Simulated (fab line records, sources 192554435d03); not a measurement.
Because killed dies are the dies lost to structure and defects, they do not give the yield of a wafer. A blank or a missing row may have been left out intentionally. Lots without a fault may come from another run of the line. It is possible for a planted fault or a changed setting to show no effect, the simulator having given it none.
Which tool is to blame? :: flow n5 finfet :: Sampling: 12 lots, 36 wafers, 2 of 1938 route steps

WHAT THE GAUGES SHOWED, per wafer
N5_BEOL_M10_RS_MEAS_57: measures by four-point-probe. Usual: for M10_RS the level is 0.1510 ohm/sq and the standard deviation is 0.0024.
lot: L966
measured: day 11 01:01
on: film metro-01
M10_RS (ohm/sq): 0.1486 0.1540 0.1563
flag: 

lot: L968
measured: day 11 10:54
on: film metro-02
M10_RS (ohm/sq): 0.1544 0.1544 0.1519
flag: 

lot: L969
measured: day 11 18:33
on: film metro-02
M10_RS (ohm/sq): 0.1515 0.1495 0.1528
flag: 

lot: L970
measured: day 12 04:37
on: film metro-02
M10_RS (ohm/sq): 0.1546 0.1503 0.1547
flag: 

lot: L972
measured: day 13 02:14
on: film metro-02
M10_RS (ohm/sq): 0.1549 0.1563 0.1533
flag: 

lot: L973
measured: day 13 02:43
on: film metro-01
M10_RS (ohm/sq): 0.1493 0.1490 0.1485
flag: 

lot: L976
measured: day 13 22:42
on: film metro-01
M10_RS (ohm/sq): 0.1520 0.1496 0.1528
flag: 

lot: L980
measured: day 14 05:46
on: film metro-01
M10_RS (ohm/sq): 0.1481 0.1552 0.1515
flag: 

lot: L978
measured: day 14 09:19
on: film metro-02
M10_RS (ohm/sq): 0.1515 0.1515 0.1503
flag: 

lot: L985
measured: day 16 04:31
on: film metro-01
M10_RS (ohm/sq): 0.1509 0.1512 0.1490
flag: 

lot: L988
measured: day 16 20:41
on: film metro-01
M10_RS (ohm/sq): 0.1531 0.1505 0.1523
flag: 

lot: L987
measured: day 17 07:05
on: film metro-01
M10_RS (ohm/sq): 0.1516 0.1506 0.1524
flag: 

WHICH TOOL RAN EACH LOT (tool, then ch and the chambers of the sampled wafers, then the start)
lot: L966
N5_BEOL_M10_SURFACE_TREAT_76: pvd sputter-02, day 10 23:25

lot: L968
N5_BEOL_M10_SURFACE_TREAT_76: pvd sputter-03, day 11 09:06

lot: L969
N5_BEOL_M10_SURFACE_TREAT_76: pvd sputter-02, day 11 17:16

lot: L970
N5_BEOL_M10_SURFACE_TREAT_76: pvd sputter-03, day 12 03:29

lot: L972
N5_BEOL_M10_SURFACE_TREAT_76: pvd sputter-03, day 13 01:02

lot: L973
N5_BEOL_M10_SURFACE_TREAT_76: pvd sputter-01, day 13 01:20

lot: L976
N5_BEOL_M10_SURFACE_TREAT_76: pvd sputter-01, day 13 19:58

lot: L980
N5_BEOL_M10_SURFACE_TREAT_76: pvd sputter-03, day 14 03:59

lot: L978
N5_BEOL_M10_SURFACE_TREAT_76: pvd sputter-02, day 14 08:02

lot: L985
N5_BEOL_M10_SURFACE_TREAT_76: pvd sputter-03, day 16 03:17

lot: L988
N5_BEOL_M10_SURFACE_TREAT_76: pvd sputter-01, day 16 19:28

lot: L987
N5_BEOL_M10_SURFACE_TREAT_76: pvd sputter-03, day 17 05:29
- N5_BEOL_M10_SURFACE_TREAT_76

WHAT THE TOOLS THEMSELVES READ (means of the sampled wafers that have a number; where no wafer has one, the mark that the record gives instead)
N5_BEOL_M10_SURFACE_TREAT_76. Usual: ar flow sccm reads 30.00 sccm (standard deviation 0.085).
lot: L966
tool: pvd sputter-02
ar flow sccm (sccm): 30.03
flag: 

lot: L968
tool: pvd sputter-03
ar flow sccm (sccm): 29.98
flag: 

lot: L969
tool: pvd sputter-02
ar flow sccm (sccm): 29.99
flag: 

lot: L970
tool: pvd sputter-03
ar flow sccm (sccm): 29.98
flag: 

lot: L972
tool: pvd sputter-03
ar flow sccm (sccm): 29.98
flag: 

lot: L973
tool: pvd sputter-01
ar flow sccm (sccm): 30.07
flag: 

lot: L976
tool: pvd sputter-01
ar flow sccm (sccm): 29.94
flag: 

lot: L980
tool: pvd sputter-03
ar flow sccm (sccm): 30.03
flag: 

lot: L978
tool: pvd sputter-02
ar flow sccm (sccm): 29.97
flag: 

lot: L985
tool: pvd sputter-03
ar flow sccm (sccm): 30.04
flag: 

lot: L988
tool: pvd sputter-01
ar flow sccm (sccm): 29.94
flag: 

lot: L987
tool: pvd sputter-03
ar flow sccm (sccm): 30.00
flag: 

THE ANSWER, worked out from the rows above alone
Rule: a lot is off if the mean of its wafers that have a number lies more than 3 standard deviations from the usual mean. Also off: a lot with no number at a reading for which 4 or more lots have one. The other lots that the step has rows for count as sound. The gauges are gone through in route order, then the tools' own readings, and for those a lot's mean is taken as printed above. The first step at which some lot is off is used, and at that step the reading that is off furthest; a lot without a number counts as furthest.
Across all readings shown, no lot is off: no conclusion can be drawn from this.

WHAT HAD BEEN PUT IN BY THE SIMULATOR
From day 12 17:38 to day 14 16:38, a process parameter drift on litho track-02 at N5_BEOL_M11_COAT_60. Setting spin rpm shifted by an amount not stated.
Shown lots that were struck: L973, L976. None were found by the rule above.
